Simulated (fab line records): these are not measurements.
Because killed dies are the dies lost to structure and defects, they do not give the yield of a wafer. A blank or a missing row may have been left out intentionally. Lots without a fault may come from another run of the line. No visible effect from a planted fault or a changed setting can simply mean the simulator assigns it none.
Split-lot experiment + flow n5 finfet + on a route of 1938 steps: 7 lots, 21 wafers read

## ABOUT THE SPLIT
At N5_STI_FIN_REVEAL_ETCHBACK_08 (etches SiO2 in C4F6/O2, target depth 30.5 nm, time 10.167 s), the setting time s was moved away from the recipe's 10.167 s on 5 of the 21 wafers read, by -19.6% to +17.6%. All remaining wafers had this setting at the recipe value.

## FROM THE SPLIT TO THE READING: what the file shows between them, 3 steps
- N5_STI_FIN_REVEAL_STRIP_24: strips in N2/H2, time 90 s
- N5_STI_FIN_REVEAL_PRECLEAN_25: cleans in SPM, time 90 s
- N5_STI_FIN_REVEAL_SRD_23: time 30 s

## THE READING
trench depth nm, in nm, at N5_STI_FIN_REVEAL_FIN_H_MEAS_10. Fault-free wafers of this fab line usually give 52.0 nm, standard deviation 0.85 nm.

| wafer  | tool, chamber at the split | time s as run, s | against the recipe | trench depth nm, nm | against lot-mates on the recipe |
|--------|----------------------------|------------------|--------------------|---------------------|---------------------------------|
| L076.2 | rie diel-05, 2,3,0         | 10.167           | recipe             | 53.0                | -                               |
| L076.4 | rie diel-05, 2,3,0         | 10.167           | recipe             | 51.5                | -                               |
| L076.6 | rie diel-05, 2,3,0         | 10.167           | recipe             | 50.8                | -                               |
| L077.1 | rie diel-05, 2,3           | 10.167           | recipe             | 53.2                | -                               |
| L077.2 | rie diel-05, 2,3           | 10.167           | recipe             | 51.8                | -                               |
| L077.3 | rie diel-05, 0             | 8.674            | -14.7%             | 46.6                | -5.9                            |
| L080.2 | rie diel-04, 3             | 10.167           | recipe             | 52.8                | -                               |
| L080.4 | rie diel-04, 0             | 8.395            | -17.4%             | 46.7                | -5.8                            |
| L080.5 | rie diel-04, 3             | 10.167           | recipe             | 52.3                | -                               |
| L090.3 | rie diel-04, 0             | 11.96            | +17.6%             | 57.4                | +5.6                            |
| L090.4 | rie diel-04, 2,0           | 10.167           | recipe             | 52.4                | -                               |
| L090.6 | rie diel-04, 2,0           | 10.167           | recipe             | 51.1                | -                               |
| L093.1 | rie diel-05, 1,0,1         | 10.167           | recipe             | 52.5                | -                               |
| L093.4 | rie diel-05, 1,0,1         | 10.167           | recipe             | 51.1                | -                               |
| L093.5 | rie diel-05, 1,0,1         | 10.167           | recipe             | 53.5                | -                               |
| L094.1 | rie diel-05, 1,2           | 8.179            | -19.6%             | 47.7                | -5.5                            |
| L094.3 | rie diel-05, 1,2           | 8.179            | -19.6%             | 47.5                | -5.7                            |
| L094.5 | rie diel-05, 2             | 10.167           | recipe             | 53.2                | -                               |
| L097.2 | rie diel-05, 1,3,2         | 10.167           | recipe             | 52.4                | -                               |
| L097.3 | rie diel-05, 1,3,2         | 10.167           | recipe             | 51.3                | -                               |
| L097.4 | rie diel-05, 1,3,2         | 10.167           | recipe             | 52.5                | -                               |
Rows listing several chambers each stand for several wafers; the file does not say which wafer went through which chamber.

THE FIT
A straight line over all 21 wafers: trench depth nm changes by +0.282 nm for each +1% of time s; r = +0.94; the points scatter about the line by 0.89 nm.
The same after taking each lot's own level away (the mean of its wafers on the recipe; 21 wafers): +0.318 nm for each +1%; r = +0.97; scatter 0.75 nm.
Per that fit: largest time s move, reading shift of 6.2 nm.
The span of the lots' own levels, 51.75 to 53.20 nm, comes to 1.7 times the standard deviation stated above.
So the lot-to-lot level changes the slope: the two fits differ.
Check: -6.46 nm against its lot-mates is what the line predicts for one of the wafers moved furthest among these (-19.6%) when that wafer is left out of the fit. It came out at -5.5 nm against them.

## OTHER SPLITS APPLIED TO THESE WAFERS
These wafers also went through other splits before the reading. Each is held against what the fit with the lots' levels taken away leaves over:
| other split on the same wafers           | wafers away from the commonest value | r with trench depth nm (lot level and that fit taken away) |
|------------------------------------------|--------------------------------------|------------------------------------------------------------|
| N5_PMOS_HMC_CHANNEL_EPI_COAT_31 spin rpm | 5                                    | -0.01                                                      |
| N5_PMOS_HMC_CHANNEL_EPI_COAT_03 spin rpm | 8                                    | +0.01                                                      |

## FILE'S OWN FIT
trench depth nm changes by +0.33 nm for each +1% of time s, r = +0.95.
